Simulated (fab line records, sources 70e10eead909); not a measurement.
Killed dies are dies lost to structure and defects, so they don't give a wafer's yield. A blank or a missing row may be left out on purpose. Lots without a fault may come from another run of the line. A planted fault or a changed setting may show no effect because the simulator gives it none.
A struck lot beside a sound one | flow nand_harc | 15 steps out of a route of 1159
Sound: wafers L148.1, L148.5, L148.6. Struck: wafer L154.5. (L154.2, L154.4 of the same lot were not struck and are left out.) The cause comes at the end.
At each step with rows: each side's tool, then ch and its chambers, then its first start. Under that, the readings that differ: sound wafers | struck wafers | difference of the means | sigmas: that difference in standard deviations of wafers without a fault.
alike: readings whose means differ by less than 2 such deviations, and words and numbers that are the same on both sides. not compared: withheld readings, readings that some wafer has no value for, bounds like >300 that may hide the same value, and numbers for which the record gives no deviation and whose values overlap.
The two part at a step that has a row with sigmas, a row that says differs or no value, or rows on one side only. Numbers that don't overlap but have no deviation are shown without sigmas and don't part them. A reading that every wafer of one side lacks parts them only if that side has two wafers or more.

first, 7 steps without rows for these wafers: NHARC_A_BONDPAD_COAT_33 (time 65 s); NHARC_A_BONDPAD_COAT_03 (resist thk 600 nm); NHARC_A_BONDPAD_SOFTBAKE_04 (time 70 s); NHARC_A_BONDPAD_EBR_05; NHARC_A_BONDPAD_EXPOSE_06 (exposes mask A BPAD); NHARC_A_BONDPAD_PEB_07 (peb time 80 s); NHARC_A_BONDPAD_DEVELOP_08 (time 50 s).
NHARC_A_BONDPAD_CD_MEAS_09: target cd 500 nm.
  sound on cd_sem-02 ch 0, day 18 03:33; struck on cd_sem-03 ch 0, day 19 11:43
  alike: cd_nm
NHARC_A_BONDPAD_OVL_MEAS_35:
  sound on overlay-01, day 18 03:38; struck on overlay-02, day 19 11:49
  alike: overlay_x_nm, overlay_y_nm
then, 1 step without rows for these wafers: NHARC_A_BONDPAD_HARDBAKE_10 (time 65 s).
NHARC_A_BONDPAD_DESCUM_11: chemistry O2, time 3 s.
  sound on rie_diel-13 ch 0,3, day 18 03:46; struck on rie_diel-11 ch 2, day 19 11:56
  alike: drypump_motor_current_A, oes_product_au, rf_vpp_V, showerhead_plenum_p_Torr, throttle_valve_pct
  not compared: rf_hours_counter_h
NHARC_A_BONDPAD_ETCH_34: etches the open film in N2/H2, target depth 60 nm, overetch 18 nm, time 65.91 s.
  sound on rie_diel-13 ch 2,3, day 18 03:51; struck on rie_diel-11 ch 3, day 19 12:01
  alike: drypump_motor_current_A, h2_flow_sccm, oes_product_au, rf_vpp_V, run_length_s, showerhead_plenum_p_Torr, throttle_valve_pct
  not compared: rf_hours_counter_h
NHARC_A_BONDPAD_ETCH_12: etches the open film in CHF3/O2, target depth 220 nm, time 110 s.
  sound on rie_diel-13 ch 2,3, day 18 03:57; struck on rie_diel-11 ch 2, day 19 12:07
  reading          | sound             | struck | difference | sigmas
  run_length_s (s) | 131.9 131.6 131.2 | 99.5   | -32.1      | -75
  alike: drypump_motor_current_A, oes_product_au, rf_vpp_V, showerhead_plenum_p_Torr, throttle_valve_pct
  not compared: rf_hours_counter_h
NHARC_A_BONDPAD_CD_MEAS_13:
  sound on cd_sem-01, day 18 04:05; struck on cd_sem-02, day 19 12:15
  alike: cd_nm
-- the record jumps here: 2 days lie between the struck wafers' starts before and after (it left off in module A_BONDPAD and takes up again in module END, whose first step shown is number 1159 of the route) --
NHARC_END_SORT_01:
  the record has rows for the struck wafers here (prober-01 ch 0, day 21 21:17) and none for the sound ones

WHERE THEY PART
First at NHARC_A_BONDPAD_ETCH_12; last, within this record, at NHARC_END_SORT_01.

WHY: what the simulator had put in
Process parameter drift: rie_diel-11, from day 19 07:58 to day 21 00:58, at NHARC_A_BONDPAD_ETCH_12. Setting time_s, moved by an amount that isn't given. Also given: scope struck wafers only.
